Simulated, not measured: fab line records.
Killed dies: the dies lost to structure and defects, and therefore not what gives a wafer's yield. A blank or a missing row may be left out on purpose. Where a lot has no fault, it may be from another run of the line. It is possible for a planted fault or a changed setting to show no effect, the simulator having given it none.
Matching of chambers    flow nand harc    NHARC_A_BONDPAD_DEP_00 on pecvd-02: 3 sister chambers
The step deposits SiCN, target thk 250 nm. 6 wafers are shown with their chamber, then 7 later ones without.

== EACH WAFER AND ITS CHAMBER ==
wafer   chamber  showerhead vpp V (V)  heater power w (W)
L706.1  1        1350                  557
L706.3  0        1214                  452
L705.5  1        1299                  590
L705.6  2        1235                  545
L708.1  0        1209                  468
L708.2  2        1219                  593

== WAFERS MISSING THEIR CHAMBER ==
wafer   showerhead vpp V (V)  heater power w (W)
L708.6  1218                  492
L718.1  1215                  531
L718.2  1329                  578
L718.3  1237                  621
L719.2  1202                  484
L719.3  1212                  612
L719.6  1209                  628

== WHICH CHAMBER EACH ONE RAN IN ==
wafer   from the rows above      in truth
L708.6  can't be placed: 0 or 2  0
L718.1  can't be placed: 2 or 0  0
L718.2  1                        1
L718.3  2                        2
L719.2  0                        0
L719.3  2                        2
L719.6  2                        2
Placed correctly: 5 of 7. From these rows, 2 cannot be placed; in 2 the true chamber is one of the candidates. Wrongly placed: 0.
How it was worked out, from the rows above alone: a wafer's distance from a chamber is the root of the sum, over the readings, of the square of ((its reading less the chamber's mean) divided by the reading's scatter). The wafer belongs to the nearest chamber; if the next one is less than 2 further off, it can't be placed. Each chamber's mean is taken over the wafers shown for it. The scatter: take each reading less its chamber's mean, square it, sum over the shown wafers, divide by the number of wafers less the number of chambers, and take the root.
